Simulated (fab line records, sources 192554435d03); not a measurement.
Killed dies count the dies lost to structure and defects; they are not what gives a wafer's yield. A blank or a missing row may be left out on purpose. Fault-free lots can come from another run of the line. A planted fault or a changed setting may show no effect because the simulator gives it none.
The tool behind it: which one? || flow n5Finfet || 11 lots, 30 wafers sampled, at 5 steps of a route of 1938

== WHAT EACH GAUGE READ, for each wafer ==
N5_BEOL_M9_CD_MEAS_18: pitch 140 nm, target cd 70 nm.
{"lot": "L323", "measured": "day 9 18:54", "on": "cdSem-03", "cdNm (nm)": "71.1 69.6 70.4"}
{"lot": "L325", "measured": "day 10 15:05", "on": "cdSem-02", "cdNm (nm)": "69.2 69.4 69.7"}
{"lot": "L329", "measured": "day 11 01:25", "on": "cdSem-02", "cdNm (nm)": "68.6 69.4 69.4"}
{"lot": "L328", "measured": "day 11 02:31", "on": "cdSem-01", "cdNm (nm)": "70.2 69.7 69.9"}
{"lot": "L327", "measured": "day 11 09:03", "on": "cdSem-01", "cdNm (nm)": "71.4 69.8 70.8"}
{"lot": "L334", "measured": "day 12 23:11", "on": "cdSem-02", "cdNm (nm)": "69.6 70.4 70.4"}
{"lot": "L335", "measured": "day 13 10:01", "on": "cdSem-02", "cdNm (nm)": "70.1 69.2 69.4"}
{"lot": "L339", "measured": "day 13 17:19", "on": "cdSem-03", "cdNm (nm)": "69.6 71.0"}
{"lot": "L337", "measured": "day 13 19:53", "on": "cdSem-01", "cdNm (nm)": "68.9 70.1"}
{"lot": "L342", "measured": "day 14 02:17", "on": "cdSem-03", "cdNm (nm)": "70.2 70.1"}
{"lot": "L343", "measured": "day 14 20:20", "on": "cdSem-02", "cdNm (nm)": "68.6 69.2 69.9"}

N5_BEOL_M9_CD_MEAS_28 targets a cd of 70 nm.
{"lot": "L323", "measured": "day 9 23:14", "on": "cdSem-03", "cdNm (nm)": "70.12 70.19 70.21"}
{"lot": "L325", "measured": "day 10 16:37", "on": "cdSem-02", "cdNm (nm)": "70.43 70.36 70.07"}
{"lot": "L329", "measured": "day 11 02:49", "on": "cdSem-02", "cdNm (nm)": "69.92 70.09 70.16"}
{"lot": "L328", "measured": "day 11 02:53", "on": "cdSem-03", "cdNm (nm)": "70.06 70.13 70.04"}
{"lot": "L327", "measured": "day 11 10:12", "on": "cdSem-02", "cdNm (nm)": "69.70 70.22 70.08"}
{"lot": "L334", "measured": "day 13 01:26", "on": "cdSem-01", "cdNm (nm)": "70.35 70.08 70.07"}
{"lot": "L335", "measured": "day 13 11:19", "on": "cdSem-01", "cdNm (nm)": "70.01 70.09 70.92"}
{"lot": "L339", "measured": "day 13 17:37", "on": "cdSem-01", "cdNm (nm)": "69.74 70.03"}
{"lot": "L337", "measured": "day 13 20:30", "on": "cdSem-03", "cdNm (nm)": "70.41 69.88"}
{"lot": "L342", "measured": "day 14 02:52", "on": "cdSem-02", "cdNm (nm)": "70.36 70.10"}
{"lot": "L343", "measured": "day 14 20:44", "on": "cdSem-02", "cdNm (nm)": "70.06 69.98 70.35"}

== WHAT TOOL EACH LOT RAN ON (gives the tool, then ch and the chambers of the sampled wafers, and finally the start) ==
{"lot": "L323", "N5_BEOL_M8_DEP_56": "pecvd-02 ch 0,1, day 9 14:27", "N5_BEOL_M9_HM_DEP_02": "pvdSputter-01, day 9 17:34", "N5_BEOL_M9_HM_OPEN_17": "rieMetal-01 ch 0,1, day 9 18:39"}
{"lot": "L325", "N5_BEOL_M8_DEP_56": "pecvd-02 ch 0,2, day 10 12:17", "N5_BEOL_M9_HM_DEP_02": "pvdSputter-02, day 10 14:09", "N5_BEOL_M9_HM_OPEN_17": "rieMetal-02 ch 0,1, day 10 14:53"}
{"lot": "L329", "N5_BEOL_M8_DEP_56": "pecvd-04 ch 0,1, day 10 22:15", "N5_BEOL_M9_HM_DEP_02": "pvdSputter-02, day 11 00:19", "N5_BEOL_M9_HM_OPEN_17": "rieMetal-02 ch 0,1, day 11 01:16"}
{"lot": "L328", "N5_BEOL_M8_DEP_56": "pecvd-01 ch 1,2, day 11 00:08", "N5_BEOL_M9_HM_DEP_02": "pvdSputter-01, day 11 01:29", "N5_BEOL_M9_HM_OPEN_17": "rieMetal-02 ch 0,1, day 11 02:20"}
{"lot": "L327", "N5_BEOL_M8_DEP_56": "pecvd-04 ch 0,1, day 11 06:32", "N5_BEOL_M9_HM_DEP_02": "pvdSputter-01, day 11 07:43", "N5_BEOL_M9_HM_OPEN_17": "rieMetal-02 ch 0,1, day 11 08:52"}
{"lot": "L334", "N5_BEOL_M8_DEP_56": "pecvd-04 ch 0,2, day 12 19:44", "N5_BEOL_M9_HM_DEP_02": "pvdSputter-03, day 12 22:09", "N5_BEOL_M9_HM_OPEN_17": "rieMetal-03 ch 0,1, day 12 23:00"}
{"lot": "L335", "N5_BEOL_M8_DEP_56": "pecvd-01 ch 0,1,2, day 13 06:11", "N5_BEOL_M9_HM_DEP_02": "pvdSputter-01, day 13 08:59", "N5_BEOL_M9_HM_OPEN_17": "rieMetal-01 ch 0,1, day 13 09:50"}
{"lot": "L339", "N5_BEOL_M8_DEP_56": "pecvd-04 ch 1, day 13 14:41", "N5_BEOL_M9_HM_DEP_02": "pvdSputter-01, day 13 16:24", "N5_BEOL_M9_HM_OPEN_17": "rieMetal-02 ch 0, day 13 17:08"}
{"lot": "L337", "N5_BEOL_M8_DEP_56": "pecvd-04 ch 0,1, day 13 17:47", "N5_BEOL_M9_HM_DEP_02": "pvdSputter-01, day 13 18:55", "N5_BEOL_M9_HM_OPEN_17": "rieMetal-01 ch 0,1, day 13 19:43"}
{"lot": "L342", "N5_BEOL_M8_DEP_56": "pecvd-01 ch 0,1, day 14 00:22", "N5_BEOL_M9_HM_DEP_02": "pvdSputter-01, day 14 01:14", "N5_BEOL_M9_HM_OPEN_17": "rieMetal-01 ch 0, day 14 02:08"}
{"lot": "L343", "N5_BEOL_M8_DEP_56": "pecvd-04 ch 1,2, day 14 17:19", "N5_BEOL_M9_HM_DEP_02": "pvdSputter-02, day 14 18:40", "N5_BEOL_M9_HM_OPEN_17": "rieMetal-01 ch 0, day 14 19:57"}
- N5_BEOL_M8_DEP_56: deposits SiCN from 3MS/NH3, target thk 10 nm, time 17.5 s.
- N5_BEOL_M9_HM_DEP_02: deposits TiN, target thk 20 nm.
- N5_BEOL_M9_HM_OPEN_17: chemistry Cl2/BCl3, target TiN, target depth 20 nm, overetch 6 nm.

== AS READ BY THE TOOLS THEMSELVES (means over the sampled wafers that have a number; for cases with no such wafer, the mark the record gives instead) ==
N5_BEOL_M8_DEP_56.
{"lot": "L323", "tool": "pecvd-02", "showerheadPlenumPTorr (Torr)": 3.663, "showerheadVppV (V)": 878, "throttleValvePct (%)": 9.0}
{"lot": "L325", "tool": "pecvd-02", "showerheadPlenumPTorr (Torr)": 3.677, "showerheadVppV (V)": 887, "throttleValvePct (%)": 8.9}
{"lot": "L329", "tool": "pecvd-04", "showerheadPlenumPTorr (Torr)": 3.674, "showerheadVppV (V)": 903, "throttleValvePct (%)": 9.8}
{"lot": "L328", "tool": "pecvd-01", "showerheadPlenumPTorr (Torr)": 3.659, "showerheadVppV (V)": 864, "throttleValvePct (%)": 9.9}
{"lot": "L327", "tool": "pecvd-04", "showerheadPlenumPTorr (Torr)": 3.679, "showerheadVppV (V)": 892, "throttleValvePct (%)": 9.6}
{"lot": "L334", "tool": "pecvd-04", "showerheadPlenumPTorr (Torr)": 3.663, "showerheadVppV (V)": 899, "throttleValvePct (%)": 9.0}
{"lot": "L335", "tool": "pecvd-01", "showerheadPlenumPTorr (Torr)": 3.657, "showerheadVppV (V)": 859, "throttleValvePct (%)": 9.3}
{"lot": "L339", "tool": "pecvd-04", "showerheadPlenumPTorr (Torr)": 3.681, "showerheadVppV (V)": 890, "throttleValvePct (%)": 9.6}
{"lot": "L337", "tool": "pecvd-04", "showerheadPlenumPTorr (Torr)": 3.675, "showerheadVppV (V)": 896, "throttleValvePct (%)": 9.8}
{"lot": "L342", "tool": "pecvd-01", "showerheadPlenumPTorr (Torr)": 3.659, "showerheadVppV (V)": 827, "throttleValvePct (%)": 9.8}
{"lot": "L343", "tool": "pecvd-04", "showerheadPlenumPTorr (Torr)": 3.673, "showerheadVppV (V)": 891, "throttleValvePct (%)": 9.3}

N5_BEOL_M9_HM_DEP_02.
{"lot": "L323", "tool": "pvdSputter-01", "throttleValvePct (%)": 31.2}
{"lot": "L325", "tool": "pvdSputter-02", "throttleValvePct (%)": 30.5}
{"lot": "L329", "tool": "pvdSputter-02", "throttleValvePct (%)": 29.9}
{"lot": "L328", "tool": "pvdSputter-01", "throttleValvePct (%)": 31.5}
{"lot": "L327", "tool": "pvdSputter-01", "throttleValvePct (%)": 31.4}
{"lot": "L334", "tool": "pvdSputter-03", "throttleValvePct (%)": 30.1}
{"lot": "L335", "tool": "pvdSputter-01", "throttleValvePct (%)": 30.5}
{"lot": "L339", "tool": "pvdSputter-01", "throttleValvePct (%)": 30.1}
{"lot": "L337", "tool": "pvdSputter-01", "throttleValvePct (%)": 30.6}
{"lot": "L342", "tool": "pvdSputter-01", "throttleValvePct (%)": 30.4}
{"lot": "L343", "tool": "pvdSputter-02", "throttleValvePct (%)": 30.6}

N5_BEOL_M9_HM_OPEN_17.
{"lot": "L323", "tool": "rieMetal-01", "biasW (W)": 125.9, "drypumpMotorCurrentA (A)": 5.25, "oesProductAu (a.u.)": 0.71, "throttleValvePct (%)": 22.12}
{"lot": "L325", "tool": "rieMetal-02", "biasW (W)": 126.2, "drypumpMotorCurrentA (A)": 5.67, "oesProductAu (a.u.)": 0.72, "throttleValvePct (%)": 22.05}
{"lot": "L329", "tool": "rieMetal-02", "biasW (W)": 126.0, "drypumpMotorCurrentA (A)": 5.67, "oesProductAu (a.u.)": 0.72, "throttleValvePct (%)": 22.04}
{"lot": "L328", "tool": "rieMetal-02", "biasW (W)": 126.5, "drypumpMotorCurrentA (A)": 5.68, "oesProductAu (a.u.)": 0.72, "throttleValvePct (%)": 22.05}
{"lot": "L327", "tool": "rieMetal-02", "biasW (W)": 126.1, "drypumpMotorCurrentA (A)": 5.68, "oesProductAu (a.u.)": 0.72, "throttleValvePct (%)": 22.04}
{"lot": "L334", "tool": "rieMetal-03", "biasW (W)": 126.3, "drypumpMotorCurrentA (A)": 5.44, "oesProductAu (a.u.)": 0.69, "throttleValvePct (%)": 21.92}
{"lot": "L335", "tool": "rieMetal-01", "biasW (W)": 126.1, "drypumpMotorCurrentA (A)": 5.26, "oesProductAu (a.u.)": 0.68, "throttleValvePct (%)": 22.17}
{"lot": "L339", "tool": "rieMetal-02", "biasW (W)": 126.0, "drypumpMotorCurrentA (A)": 5.51, "oesProductAu (a.u.)": 0.56, "throttleValvePct (%)": 21.99}
{"lot": "L337", "tool": "rieMetal-01", "biasW (W)": 126.0, "drypumpMotorCurrentA (A)": 5.26, "oesProductAu (a.u.)": 0.53, "throttleValvePct (%)": 22.38}
{"lot": "L342", "tool": "rieMetal-01", "biasW (W)": 126.2, "drypumpMotorCurrentA (A)": 5.35, "oesProductAu (a.u.)": 0.63, "throttleValvePct (%)": 22.14}
{"lot": "L343", "tool": "rieMetal-01", "biasW (W)": 126.2, "drypumpMotorCurrentA (A)": 5.36, "oesProductAu (a.u.)": 0.70, "throttleValvePct (%)": 22.01}

== THE ANSWER, worked out from the rows above alone ==
Rule: usual is defined by the lots themselves. Put in order of their means at a reading, lots are off if they are a third of the lots or fewer, leave a main group of 4 or more, and stand apart from it by a gap of 3 or more times the standard deviation of the main group's means; of several such gaps the widest counts. Not used: any main group whose means are identical at the precision the tables above print for the reading. A lot without any number at a reading at which 4 lots or more have one is off too. The other lots that the step has rows for count as sound. After the gauges, taken in route order, come the tools' own readings; for these a lot's mean is taken, as printed above. The first step at which some lot is off is used, and at that step the reading that is off furthest; a lot without a number counts as furthest.
Off: L339, L337, L342, at N5_BEOL_M9_HM_OPEN_17 (oesProductAu). The main group has a mean of 0.71 a.u. with a standard deviation of 0.015.
A tool fits if, at that step or a process step before it, it ran every lot that is off, and no sound lot after the first of them. One fits: N5_BEOL_M9_HM_DEP_02 on pvdSputter-01. Its last sound lot is L335 (day 13 08:59), its first lot that is off L339 (day 13 16:24): a fault that began between those two fits.

== WHAT WAS PUT IN BY THE SIMULATOR ==
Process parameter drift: pvdSputter-01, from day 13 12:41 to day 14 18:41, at N5_BEOL_M9_HM_DEP_02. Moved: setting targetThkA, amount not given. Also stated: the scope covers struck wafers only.
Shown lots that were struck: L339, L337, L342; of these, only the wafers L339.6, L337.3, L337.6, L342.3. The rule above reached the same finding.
